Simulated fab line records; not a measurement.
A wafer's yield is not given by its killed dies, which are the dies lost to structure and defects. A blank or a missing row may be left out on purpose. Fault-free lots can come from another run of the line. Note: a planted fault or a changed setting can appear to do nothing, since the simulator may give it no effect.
Which tool is to blame? :: flow nandHarc :: 24 lots with 72 wafers sampled at 6 steps, on a route of 1302 steps

== WHAT THE GAUGES SHOWED, per wafer ==
NHARC_A_M1_OVL_MEAS_10: pitch 240 nm. Usual: overlayXNm -0.1 nm, standard deviation 0.72; overlayYNm 0.1 nm, standard deviation 0.84.
lot: L074
measured: day 23 08:58
on: overlay-01
overlayXNm (nm): -1.0 -0.7 -0.7
overlayYNm (nm): 2.1 1.4 1.6
flag: 

lot: L075
measured: day 23 10:43
on: overlay-01
overlayXNm (nm): 0.5 0.3 1.1
overlayYNm (nm): 0.0 0.1 0.2
flag: 

lot: L076
measured: day 23 17:51
on: overlay-01
overlayXNm (nm): -1.0 -0.3 -0.9
overlayYNm (nm): -0.4 0.0 -0.6
flag: 

lot: L077
measured: day 23 18:55
on: overlay-02
overlayXNm (nm): -0.4 -0.1 -0.6
overlayYNm (nm): -0.8 -0.9 0.0
flag: 

lot: L079
measured: day 24 15:18
on: overlay-01
overlayXNm (nm): 0.6 0.2 0.0
overlayYNm (nm): 1.8 1.8 1.4
flag: 

lot: L078
measured: day 24 17:15
on: overlay-01
overlayXNm (nm): -0.3 -0.1 0.2
overlayYNm (nm): -1.6 -1.8 -1.3
flag: 

lot: L080
measured: day 25 06:39
on: overlay-02
overlayXNm (nm): -0.7 -0.1 0.2
overlayYNm (nm): 1.3 2.0 1.2
flag: 

lot: L081
measured: day 25 09:47
on: overlay-01
overlayXNm (nm): 1.0 0.4 0.3
overlayYNm (nm): -0.4 0.5 -0.1
flag: 

lot: L082
measured: day 26 18:53
on: overlay-01
overlayXNm (nm): 0.3 0.5 0.1
overlayYNm (nm): -0.6 0.2 -0.1
flag: 

lot: L084
measured: day 26 20:15
on: overlay-01
overlayXNm (nm): 1.5 1.3 1.8
overlayYNm (nm): -1.0 -0.7 -0.6
flag: 

lot: L083
measured: day 27 00:41
on: overlay-02
overlayXNm (nm): -0.8 -0.1 -0.1
overlayYNm (nm): 0.1 0.6 0.0
flag: 

lot: L085
measured: day 27 09:51
on: overlay-02
overlayXNm (nm): 0.6 0.9 1.0
overlayYNm (nm): -0.1 0.5 0.6
flag: 

lot: L086
measured: day 28 06:16
on: overlay-01
overlayXNm (nm): -0.6 -0.2 0.0
overlayYNm (nm): 0.6 0.1 0.2
flag: 

lot: L089
measured: day 28 12:00
on: overlay-01
overlayXNm (nm): -0.3 0.1 -0.4
overlayYNm (nm): 0.2 -0.2 -0.4
flag: 

lot: L087
measured: day 28 14:37
on: overlay-01
overlayXNm (nm): -0.7 -0.6 -0.6
overlayYNm (nm): -0.7 -0.2 -0.6
flag: 

lot: L088
measured: day 29 04:02
on: overlay-01
overlayXNm (nm): -0.8 -0.5 -1.0
overlayYNm (nm): -0.3 0.0 0.2
flag: 

lot: L090
measured: day 29 06:02
on: overlay-02
overlayXNm (nm): -1.2 -0.6 -1.0
overlayYNm (nm): -1.0 -0.1 -0.8
flag: 

lot: L091
measured: day 30 09:56
on: overlay-02
overlayXNm (nm): -1.1 -0.6 -0.5
overlayYNm (nm): -0.6 -0.4 -0.5
flag: 

lot: L093
measured: day 30 13:36
on: overlay-02
overlayXNm (nm): 0.4 0.6 0.7
overlayYNm (nm): -1.4 -0.1 -0.3
flag: 

lot: L092
measured: day 30 14:38
on: overlay-01
overlayXNm (nm): 0.0 0.0 -0.1
overlayYNm (nm): 0.5 0.8 0.6
flag: 

lot: L094
measured: day 31 01:30
on: overlay-02
overlayXNm (nm): -1.3 -1.5 -1.3
overlayYNm (nm): -0.1 -0.2 -0.1
flag: 

lot: L095
measured: day 31 22:58
on: overlay-02
overlayXNm (nm): -0.5 -0.7 -0.8
overlayYNm (nm): 0.8 1.1 1.7
flag: 

lot: L096
measured: day 32 05:53
on: overlay-02
overlayXNm (nm): 0.3 0.6 -0.1
overlayYNm (nm): -1.2 -0.2 -0.4
flag: 

lot: L097
measured: day 32 15:59
on: overlay-02
overlayXNm (nm): -0.5 -0.6 -0.5
overlayYNm (nm): 0.9 0.9 0.7
flag: 

NHARC_A_M1_INSPECT_27. Usual: 529 for rawDefectCount, sd 130.
lot: L074
measured: day 23 12:17
on: defectInspect-02
rawDefectCount: 538 532 553
flag: 

lot: L075
measured: day 23 13:26
on: defectInspect-01
rawDefectCount: 534 356 346
flag: 

lot: L076
measured: day 23 20:31
on: defectInspect-02
rawDefectCount: 411 349 440
flag: 

lot: L077
measured: day 23 21:35
on: defectInspect-02
rawDefectCount: 523 353 507
flag: 

lot: L079
measured: day 24 17:59
on: defectInspect-02
rawDefectCount: 576 621 1005
flag: 

lot: L078
measured: day 24 19:58
on: defectInspect-01
rawDefectCount: 591 475 446
flag: 

lot: L080
measured: day 25 09:19
on: defectInspect-01
rawDefectCount: 695 538 688
flag: 

lot: L081
measured: day 25 12:29
on: defectInspect-01
rawDefectCount: 420 436 516
flag: 

lot: L082
measured: day 26 21:35
on: defectInspect-02
rawDefectCount: 556 596 596
flag: 

lot: L084
measured: day 26 22:55
on: defectInspect-02
rawDefectCount: 411 574 557
flag: 

lot: L083
measured: day 27 03:23
on: defectInspect-01
rawDefectCount: 446 511 573
flag: 

lot: L085
measured: day 27 12:32
on: defectInspect-02
rawDefectCount: 360 330 350
flag: 

lot: L086
measured: day 28 08:57
on: defectInspect-02
rawDefectCount: 596 812 502
flag: 

lot: L089
measured: day 28 14:40
on: defectInspect-02
rawDefectCount: 392 435 511
flag: 

lot: L087
measured: day 28 17:17
on: defectInspect-02
rawDefectCount: 507 454 682
flag: 

lot: L088
measured: day 29 06:44
on: defectInspect-02
rawDefectCount: 518 539 602
flag: 

lot: L090
measured: day 29 08:45
on: defectInspect-01
rawDefectCount: 479 648 538
flag: 

lot: L091
measured: day 30 12:37
on: defectInspect-01
rawDefectCount: 559 666 560
flag: 

lot: L093
measured: day 30 16:17
on: defectInspect-01
rawDefectCount: 356 434 634
flag: 

lot: L092
measured: day 30 17:18
on: defectInspect-01
rawDefectCount: 562 430 548
flag: 

lot: L094
measured: day 31 04:12
on: defectInspect-01
rawDefectCount: 389 851 769
flag: 

lot: L095
measured: day 32 01:38
on: defectInspect-01
rawDefectCount: 731 528 413
flag: 

lot: L096
measured: day 32 08:34
on: defectInspect-01
rawDefectCount: 517 526 455
flag: 

lot: L097
measured: day 32 18:41
on: defectInspect-02
rawDefectCount: 524 600 513
flag: 

== TOOL THAT RAN EACH LOT (tool first, then ch and the chambers of the sampled wafers, then the start) ==
lot: L074
NHARC_A_M0_CMP_23: cmp-01 ch 1,3, day 23 06:59
NHARC_A_M1_STRIP_18: rieDiel-05 ch 0,2, day 23 09:31
NHARC_A_M1_DEGAS_29: pvdSputter-01, day 23 10:33
NHARC_A_M1_ANNEAL_31: rtpAnneal-01 ch 0, day 23 11:29

lot: L075
NHARC_A_M0_CMP_23: cmp-02 ch 0,1,2, day 23 08:46
NHARC_A_M1_STRIP_18: rieDiel-12 ch 0,1,2, day 23 11:11
NHARC_A_M1_DEGAS_29: pvdSputter-01, day 23 11:50
NHARC_A_M1_ANNEAL_31: rtpAnneal-02 ch 0, day 23 12:40

lot: L076
NHARC_A_M0_CMP_23: cmp-01 ch 2,3, day 23 16:01
NHARC_A_M1_STRIP_18: rieDiel-05 ch 0,1,3, day 23 18:22
NHARC_A_M1_DEGAS_29: pvdSputter-02, day 23 18:59
NHARC_A_M1_ANNEAL_31: rtpAnneal-02 ch 0, day 23 19:43

lot: L077
NHARC_A_M0_CMP_23: cmp-01 ch 0,1,2, day 23 17:07
NHARC_A_M1_STRIP_18: rieDiel-12 ch 1,2,3, day 23 19:24
NHARC_A_M1_DEGAS_29: pvdSputter-02, day 23 20:02
NHARC_A_M1_ANNEAL_31: rtpAnneal-02 ch 0, day 23 20:49

lot: L079
NHARC_A_M0_CMP_23: cmp-04 ch 2,3, day 24 13:21
NHARC_A_M1_STRIP_18: rieDiel-12 ch 1,2,3, day 24 15:49
NHARC_A_M1_DEGAS_29: pvdSputter-03, day 24 16:26
NHARC_A_M1_ANNEAL_31: rtpAnneal-02 ch 0, day 24 17:10

lot: L078
NHARC_A_M0_CMP_23: cmp-01 ch 0,1,3, day 24 15:18
NHARC_A_M1_STRIP_18: rieDiel-05 ch 0,1,2, day 24 17:43
NHARC_A_M1_DEGAS_29: pvdSputter-02, day 24 18:23
NHARC_A_M1_ANNEAL_31: rtpAnneal-01 ch 0, day 24 19:12

lot: L080
NHARC_A_M0_CMP_23: cmp-04 ch 2,3, day 25 04:44
NHARC_A_M1_STRIP_18: rieDiel-12 ch 0,2,3, day 25 07:11
NHARC_A_M1_DEGAS_29: pvdSputter-03, day 25 07:47
NHARC_A_M1_ANNEAL_31: rtpAnneal-01 ch 0, day 25 08:37

lot: L081
NHARC_A_M0_CMP_23: cmp-04 ch 0,1,2, day 25 07:53
NHARC_A_M1_STRIP_18: rieDiel-08 ch 0,1, day 25 10:16
NHARC_A_M1_DEGAS_29: pvdSputter-03, day 25 10:55
NHARC_A_M1_ANNEAL_31: rtpAnneal-02 ch 0, day 25 11:40

lot: L082
NHARC_A_M0_CMP_23: cmp-02 ch 0,2,3, day 26 16:57
NHARC_A_M1_STRIP_18: rieDiel-12 ch 1,2,3, day 26 19:24
NHARC_A_M1_DEGAS_29: pvdSputter-02, day 26 20:01
NHARC_A_M1_ANNEAL_31: rtpAnneal-02 ch 0, day 26 20:46

lot: L084
NHARC_A_M0_CMP_23: cmp-02 ch 0,3, day 26 18:19
NHARC_A_M1_STRIP_18: rieDiel-08 ch 0,1, day 26 20:45
NHARC_A_M1_DEGAS_29: pvdSputter-03, day 26 21:22
NHARC_A_M1_ANNEAL_31: rtpAnneal-01 ch 0, day 26 22:12

lot: L083
NHARC_A_M0_CMP_23: cmp-02 ch 1,2,3, day 26 22:47
NHARC_A_M1_STRIP_18: rieDiel-05 ch 0,2,3, day 27 01:11
NHARC_A_M1_DEGAS_29: pvdSputter-02, day 27 01:50
NHARC_A_M1_ANNEAL_31: rtpAnneal-02 ch 0, day 27 02:34

lot: L085
NHARC_A_M0_CMP_23: cmp-04 ch 2,3, day 27 07:56
NHARC_A_M1_STRIP_18: rieDiel-08 ch 2,3, day 27 10:21
NHARC_A_M1_DEGAS_29: pvdSputter-03, day 27 10:58
NHARC_A_M1_ANNEAL_31: rtpAnneal-01 ch 0, day 27 11:49

lot: L086
NHARC_A_M0_CMP_23: cmp-01 ch 0,3, day 28 04:19
NHARC_A_M1_STRIP_18: rieDiel-08 ch 1,2,3, day 28 06:47
NHARC_A_M1_DEGAS_29: pvdSputter-02, day 28 07:24
NHARC_A_M1_ANNEAL_31: rtpAnneal-02 ch 0, day 28 08:11

lot: L089
NHARC_A_M0_CMP_23: cmp-01 ch 0,1,2, day 28 10:10
NHARC_A_M1_STRIP_18: rieDiel-08 ch 0,1,3, day 28 12:30
NHARC_A_M1_DEGAS_29: pvdSputter-01, day 28 13:07
NHARC_A_M1_ANNEAL_31: rtpAnneal-02 ch 0, day 28 13:51

lot: L087
NHARC_A_M0_CMP_23: cmp-01 ch 0,1,3, day 28 12:45
NHARC_A_M1_STRIP_18: rieDiel-05 ch 1,2, day 28 15:06
NHARC_A_M1_DEGAS_29: pvdSputter-03, day 28 15:44
NHARC_A_M1_ANNEAL_31: rtpAnneal-01 ch 0, day 28 16:28

lot: L088
NHARC_A_M0_CMP_23: cmp-01 ch 0,1,2, day 29 02:06
NHARC_A_M1_STRIP_18: rieDiel-08 ch 0,1, day 29 04:32
NHARC_A_M1_DEGAS_29: pvdSputter-03, day 29 05:10
NHARC_A_M1_ANNEAL_31: rtpAnneal-02 ch 0, day 29 06:04

lot: L090
NHARC_A_M0_CMP_23: cmp-04 ch 1,3, day 29 04:05
NHARC_A_M1_STRIP_18: rieDiel-12 ch 1,2,3, day 29 06:30
NHARC_A_M1_DEGAS_29: pvdSputter-03, day 29 07:08
NHARC_A_M1_ANNEAL_31: rtpAnneal-02 ch 0, day 29 07:58

lot: L091
NHARC_A_M0_CMP_23: cmp-04 ch 1,2,3, day 30 07:59
NHARC_A_M1_STRIP_18: rieDiel-05 ch 0,1,2, day 30 10:25
NHARC_A_M1_DEGAS_29: pvdSputter-02, day 30 11:03
NHARC_A_M1_ANNEAL_31: rtpAnneal-01 ch 0, day 30 11:50

lot: L093
NHARC_A_M0_CMP_23: cmp-04 ch 1,2, day 30 11:38
NHARC_A_M1_STRIP_18: rieDiel-08 ch 1,3, day 30 14:05
NHARC_A_M1_DEGAS_29: pvdSputter-01, day 30 14:43
NHARC_A_M1_ANNEAL_31: rtpAnneal-01 ch 0, day 30 15:31

lot: L092
NHARC_A_M0_CMP_23: cmp-04 ch 0,1,3, day 30 12:44
NHARC_A_M1_STRIP_18: rieDiel-08 ch 0,1, day 30 15:08
NHARC_A_M1_DEGAS_29: pvdSputter-02, day 30 15:44
NHARC_A_M1_ANNEAL_31: rtpAnneal-02 ch 0, day 30 16:29

lot: L094
NHARC_A_M0_CMP_23: cmp-04 ch 0,1,3, day 30 22:53
NHARC_A_M1_STRIP_18: rieDiel-12 ch 1,2, day 31 01:59
NHARC_A_M1_DEGAS_29: pvdSputter-03, day 31 02:38
NHARC_A_M1_ANNEAL_31: rtpAnneal-02 ch 0, day 31 03:23

lot: L095
NHARC_A_M0_CMP_23: cmp-01 ch 0,2,3, day 31 20:59
NHARC_A_M1_STRIP_18: rieDiel-05 ch 0,2, day 31 23:27
NHARC_A_M1_DEGAS_29: pvdSputter-01, day 32 00:05
NHARC_A_M1_ANNEAL_31: rtpAnneal-01 ch 0, day 32 00:49

lot: L096
NHARC_A_M0_CMP_23: cmp-01 ch 1,2,3, day 32 03:58
NHARC_A_M1_STRIP_18: rieDiel-08 ch 1,2,3, day 32 06:24
NHARC_A_M1_DEGAS_29: pvdSputter-01, day 32 07:01
NHARC_A_M1_ANNEAL_31: rtpAnneal-01 ch 0, day 32 07:44

lot: L097
NHARC_A_M0_CMP_23: cmp-04 ch 1,2,3, day 32 14:07
NHARC_A_M1_STRIP_18: rieDiel-08 ch 0,3, day 32 16:29
NHARC_A_M1_DEGAS_29: pvdSputter-02, day 32 17:08
NHARC_A_M1_ANNEAL_31: rtpAnneal-01 ch 0, day 32 17:56
- NHARC_A_M0_CMP_23: polishes, t overpolish 20 s, target thk 113.75 nm.
- NHARC_A_M1_STRIP_18: strips in N2/H2.
- NHARC_A_M1_DEGAS_29: time 60 s.
- NHARC_A_M1_ANNEAL_31: time 90 s.

== AS READ BY THE TOOLS THEMSELVES (means over the sampled wafers that have a number; for cases with no such wafer, the mark the record gives instead) ==
NHARC_A_M0_CMP_23. Usual: motorCurrentA 12.2 A, standard deviation 1.2; timeToEndpointS 29.1 s, standard deviation 2.2.
lot: L074
tool: cmp-01
motorCurrentA (A): 12.0
timeToEndpointS (s): 28.5
flag: 

lot: L075
tool: cmp-02
motorCurrentA (A): 12.9
timeToEndpointS (s): 27.1
flag: 

lot: L076
tool: cmp-01
motorCurrentA (A): 11.0
timeToEndpointS (s): 29.3
flag: 

lot: L077
tool: cmp-01
motorCurrentA (A): 12.6
timeToEndpointS (s): 29.5
flag: 

lot: L079
tool: cmp-04
motorCurrentA (A): 13.5
timeToEndpointS (s): 28.2
flag: 

lot: L078
tool: cmp-01
motorCurrentA (A): 12.2
timeToEndpointS (s): 28.2
flag: 

lot: L080
tool: cmp-04
motorCurrentA (A): 13.2
timeToEndpointS (s): 30.1
flag: 

lot: L081
tool: cmp-04
motorCurrentA (A): 11.5
timeToEndpointS (s): 32.1
flag: 

lot: L082
tool: cmp-02
motorCurrentA (A): 12.1
timeToEndpointS (s): 28.3
flag: 

lot: L084
tool: cmp-02
motorCurrentA (A): 12.6
timeToEndpointS (s): 30.3
flag: 

lot: L083
tool: cmp-02
motorCurrentA (A): 11.8
timeToEndpointS (s): 28.2
flag: 

lot: L085
tool: cmp-04
motorCurrentA (A): 13.5
timeToEndpointS (s): 26.9
flag: 

lot: L086
tool: cmp-01
motorCurrentA (A): 12.4
timeToEndpointS (s): 27.8
flag: 

lot: L089
tool: cmp-01
motorCurrentA (A): 12.3
timeToEndpointS (s): 29.2
flag: 

lot: L087
tool: cmp-01
motorCurrentA (A): 11.9
timeToEndpointS (s): 26.0
flag: 

lot: L088
tool: cmp-01
motorCurrentA (A): 12.4
timeToEndpointS (s): 27.2
flag: 

lot: L090
tool: cmp-04
motorCurrentA (A): 13.1
timeToEndpointS (s): 28.5
flag: 

lot: L091
tool: cmp-04
motorCurrentA (A): 12.0
timeToEndpointS (s): 26.1
flag: 

lot: L093
tool: cmp-04
motorCurrentA (A): 11.2
timeToEndpointS (s): 30.9
flag: 

lot: L092
tool: cmp-04
motorCurrentA (A): 12.7
timeToEndpointS (s): 30.6
flag: 

lot: L094
tool: cmp-04
motorCurrentA (A): 12.8
timeToEndpointS (s): 29.8
flag: 

lot: L095
tool: cmp-01
motorCurrentA (A): 11.9
timeToEndpointS (s): 27.3
flag: 

lot: L096
tool: cmp-01
motorCurrentA (A): 11.8
timeToEndpointS (s): 32.3
flag: 

lot: L097
tool: cmp-04
motorCurrentA (A): 12.1
timeToEndpointS (s): 29.0
flag: 

NHARC_A_M1_STRIP_18. Usual: drypumpMotorCurrentA 5.8 A, standard deviation 0.4; oesProductAu 0.994 a.u., standard deviation 0.011; rfVppV 90.5 V, standard deviation 0.87; showerheadPlenumPTorr 2.01 Torr, standard deviation 0.066; throttleValvePct 14.170 %, standard deviation 0.0094.
lot: L074
tool: rieDiel-05
drypumpMotorCurrentA (A): 5.9
oesProductAu (a.u.): 0.992
rfVppV (V): 90.6
showerheadPlenumPTorr (Torr): 2.01
throttleValvePct (%): 14.173
flag: 

lot: L075
tool: rieDiel-12
drypumpMotorCurrentA (A): 5.6
oesProductAu (a.u.): 0.980
rfVppV (V): 90.4
showerheadPlenumPTorr (Torr): 1.97
throttleValvePct (%): 14.162
flag: 

lot: L076
tool: rieDiel-05
drypumpMotorCurrentA (A): 5.6
oesProductAu (a.u.): 0.998
rfVppV (V): 89.8
showerheadPlenumPTorr (Torr): 1.96
throttleValvePct (%): 14.170
flag: 

lot: L077
tool: rieDiel-12
drypumpMotorCurrentA (A): 5.6
oesProductAu (a.u.): 0.983
rfVppV (V): 90.8
showerheadPlenumPTorr (Torr): 1.97
throttleValvePct (%): 14.166
flag: 

lot: L079
tool: rieDiel-12
drypumpMotorCurrentA (A): 5.6
oesProductAu (a.u.): 0.990
rfVppV (V): 90.2
showerheadPlenumPTorr (Torr): 1.97
throttleValvePct (%): 14.159
flag: 

lot: L078
tool: rieDiel-05
drypumpMotorCurrentA (A): 5.7
oesProductAu (a.u.): 0.991
rfVppV (V): 91.8
showerheadPlenumPTorr (Torr): 2.00
throttleValvePct (%): 14.172
flag: 

lot: L080
tool: rieDiel-12
drypumpMotorCurrentA (A): 5.4
oesProductAu (a.u.): 0.994
rfVppV (V): 90.6
showerheadPlenumPTorr (Torr): 1.97
throttleValvePct (%): 14.162
flag: 

lot: L081
tool: rieDiel-08
drypumpMotorCurrentA (A): 6.2
oesProductAu (a.u.): 0.993
rfVppV (V): 90.6
showerheadPlenumPTorr (Torr): 2.00
throttleValvePct (%): 14.171
flag: 

lot: L082
tool: rieDiel-12
drypumpMotorCurrentA (A): 5.6
oesProductAu (a.u.): 0.993
rfVppV (V): 90.3
showerheadPlenumPTorr (Torr): 1.97
throttleValvePct (%): 14.174
flag: 

lot: L084
tool: rieDiel-08
drypumpMotorCurrentA (A): 6.1
oesProductAu (a.u.): 1.003
rfVppV (V): 90.3
showerheadPlenumPTorr (Torr): 2.00
throttleValvePct (%): 14.180
flag: 

lot: L083
tool: rieDiel-05
drypumpMotorCurrentA (A): 5.8
oesProductAu (a.u.): 1.011
rfVppV (V): 90.5
showerheadPlenumPTorr (Torr): 1.97
throttleValvePct (%): 14.165
flag: 

lot: L085
tool: rieDiel-08
drypumpMotorCurrentA (A): 5.8
oesProductAu (a.u.): 1.007
rfVppV (V): 90.8
showerheadPlenumPTorr (Torr): 2.09
throttleValvePct (%): 14.183
flag: 

lot: L086
tool: rieDiel-08
drypumpMotorCurrentA (A): 5.8
oesProductAu (a.u.): 1.000
rfVppV (V): 91.1
showerheadPlenumPTorr (Torr): 2.04
throttleValvePct (%): 14.178
flag: 

lot: L089
tool: rieDiel-08
drypumpMotorCurrentA (A): 6.2
oesProductAu (a.u.): 1.002
rfVppV (V): 90.8
showerheadPlenumPTorr (Torr): 2.05
throttleValvePct (%): 14.174
flag: 

lot: L087
tool: rieDiel-05
drypumpMotorCurrentA (A): 5.8
oesProductAu (a.u.): 1.003
rfVppV (V): 91.2
showerheadPlenumPTorr (Torr): 2.04
throttleValvePct (%): 14.174
flag: 

lot: L088
tool: rieDiel-08
drypumpMotorCurrentA (A): 6.2
oesProductAu (a.u.): 0.994
rfVppV (V): 90.9
showerheadPlenumPTorr (Torr): 2.00
throttleValvePct (%): 14.163
flag: 

lot: L090
tool: rieDiel-12
drypumpMotorCurrentA (A): 5.6
oesProductAu (a.u.): 0.990
rfVppV (V): 89.8
showerheadPlenumPTorr (Torr): 1.97
throttleValvePct (%): 14.162
flag: 

lot: L091
tool: rieDiel-05
drypumpMotorCurrentA (A): 5.7
oesProductAu (a.u.): 0.994
rfVppV (V): 91.0
showerheadPlenumPTorr (Torr): 2.00
throttleValvePct (%): 14.177
flag: 

lot: L093
tool: rieDiel-08
drypumpMotorCurrentA (A): 6.1
oesProductAu (a.u.): 1.000
rfVppV (V): 90.9
showerheadPlenumPTorr (Torr): 2.02
throttleValvePct (%): 14.172
flag: 

lot: L092
tool: rieDiel-08
drypumpMotorCurrentA (A): 6.1
oesProductAu (a.u.): 1.000
rfVppV (V): 90.4
showerheadPlenumPTorr (Torr): 2.00
throttleValvePct (%): 14.163
flag: 

lot: L094
tool: rieDiel-12
drypumpMotorCurrentA (A): 5.7
oesProductAu (a.u.): 0.995
rfVppV (V): 90.9
showerheadPlenumPTorr (Torr): 2.01
throttleValvePct (%): 14.160
flag: 

lot: L095
tool: rieDiel-05
drypumpMotorCurrentA (A): 5.7
oesProductAu (a.u.): 1.001
rfVppV (V): 89.5
showerheadPlenumPTorr (Torr): 1.95
throttleValvePct (%): 14.180
flag: 

lot: L096
tool: rieDiel-08
drypumpMotorCurrentA (A): 5.8
oesProductAu (a.u.): 0.979
rfVppV (V): 91.6
showerheadPlenumPTorr (Torr): 2.04
throttleValvePct (%): 14.174
flag: 

lot: L097
tool: rieDiel-08
drypumpMotorCurrentA (A): 6.3
oesProductAu (a.u.): 0.980
rfVppV (V): 90.4
showerheadPlenumPTorr (Torr): 2.08
throttleValvePct (%): 14.180
flag: 

NHARC_A_M1_DEGAS_29. Usual: 335 W for heaterPowerW, sd 36.
lot: L074
tool: pvdSputter-01
heaterPowerW (W): 403
flag: 

lot: L075
tool: pvdSputter-01
heaterPowerW (W): 384
flag: 

lot: L076
tool: pvdSputter-02
heaterPowerW (W): 310
flag: 

lot: L077
tool: pvdSputter-02
heaterPowerW (W): 309
flag: 

lot: L079
tool: pvdSputter-03
heaterPowerW (W): 321
flag: 

lot: L078
tool: pvdSputter-02
heaterPowerW (W): 303
flag: 

lot: L080
tool: pvdSputter-03
heaterPowerW (W): 308
flag: 

lot: L081
tool: pvdSputter-03
heaterPowerW (W): 320
flag: 

lot: L082
tool: pvdSputter-02
heaterPowerW (W): 330
flag: 

lot: L084
tool: pvdSputter-03
heaterPowerW (W): 299
flag: 

lot: L083
tool: pvdSputter-02
heaterPowerW (W): 308
flag: 

lot: L085
tool: pvdSputter-03
heaterPowerW (W): 319
flag: 

lot: L086
tool: pvdSputter-02
heaterPowerW (W): 301
flag: 

lot: L089
tool: pvdSputter-01
heaterPowerW (W): 395
flag: 

lot: L087
tool: pvdSputter-03
heaterPowerW (W): 334
flag: 

lot: L088
tool: pvdSputter-03
heaterPowerW (W): 328
flag: 

lot: L090
tool: pvdSputter-03
heaterPowerW (W): 311
flag: 

lot: L091
tool: pvdSputter-02
heaterPowerW (W): 310
flag: 

lot: L093
tool: pvdSputter-01
heaterPowerW (W): 395
flag: 

lot: L092
tool: pvdSputter-02
heaterPowerW (W): 338
flag: 

lot: L094
tool: pvdSputter-03
heaterPowerW (W): 319
flag: 

lot: L095
tool: pvdSputter-01
heaterPowerW (W): 381
flag: 

lot: L096
tool: pvdSputter-01
heaterPowerW (W): 383
flag: 

lot: L097
tool: pvdSputter-02
heaterPowerW (W): 317
flag: 

NHARC_A_M1_ANNEAL_31. Usual: 225.89 for wafer_temp_C_max, sd 0.29.
lot: L074
tool: rtpAnneal-01
wafer_temp_C_max: 225.89
flag: 

lot: L075
tool: rtpAnneal-02
wafer_temp_C_max: 226.06
flag: 

lot: L076
tool: rtpAnneal-02
wafer_temp_C_max: 226.12
flag: 

lot: L077
tool: rtpAnneal-02
wafer_temp_C_max: 225.88
flag: 

lot: L079
tool: rtpAnneal-02
wafer_temp_C_max: 225.94
flag: 

lot: L078
tool: rtpAnneal-01
wafer_temp_C_max: 225.62
flag: 

lot: L080
tool: rtpAnneal-01
wafer_temp_C_max: 225.56
flag: 

lot: L081
tool: rtpAnneal-02
wafer_temp_C_max: 226.51
flag: 

lot: L082
tool: rtpAnneal-02
wafer_temp_C_max: 226.17
flag: 

lot: L084
tool: rtpAnneal-01
wafer_temp_C_max: 225.83
flag: 

lot: L083
tool: rtpAnneal-02
wafer_temp_C_max: 226.12
flag: 

lot: L085
tool: rtpAnneal-01
wafer_temp_C_max: 225.65
flag: 

lot: L086
tool: rtpAnneal-02
wafer_temp_C_max: 225.97
flag: 

lot: L089
tool: rtpAnneal-02
wafer_temp_C_max: 226.01
flag: 

lot: L087
tool: rtpAnneal-01
wafer_temp_C_max: 225.70
flag: 

lot: L088
tool: rtpAnneal-02
wafer_temp_C_max: 225.90
flag: 

lot: L090
tool: rtpAnneal-02
wafer_temp_C_max: 226.29
flag: 

lot: L091
tool: rtpAnneal-01
wafer_temp_C_max: 225.69
flag: 

lot: L093
tool: rtpAnneal-01
wafer_temp_C_max: 225.57
flag: 

lot: L092
tool: rtpAnneal-02
wafer_temp_C_max: 226.03
flag: 

lot: L094
tool: rtpAnneal-02
wafer_temp_C_max: 226.11
flag: 

lot: L095
tool: rtpAnneal-01
wafer_temp_C_max: 225.52
flag: 

lot: L096
tool: rtpAnneal-01
wafer_temp_C_max: 225.72
flag: 

lot: L097
tool: rtpAnneal-01
wafer_temp_C_max: 225.75
flag: 

== THE ANSWER, worked out from the rows above alone ==
Rule: a lot counts as off when the mean over its wafers that have a number is more than 3 standard deviations away from the usual mean. A lot without any number at a reading at which 4 lots or more have one is off too. The other lots that the step has rows for count as sound. The gauges are gone through in route order, then the tools' own readings, and for those a lot's mean is taken as printed above. At the first step where some lot is off, the reading lying furthest off is the one used; lots without a number count as furthest.
Across all readings shown, no lot is off: no conclusion can be drawn from this.

== WHAT HAD BEEN PUT IN BY THE SIMULATOR ==
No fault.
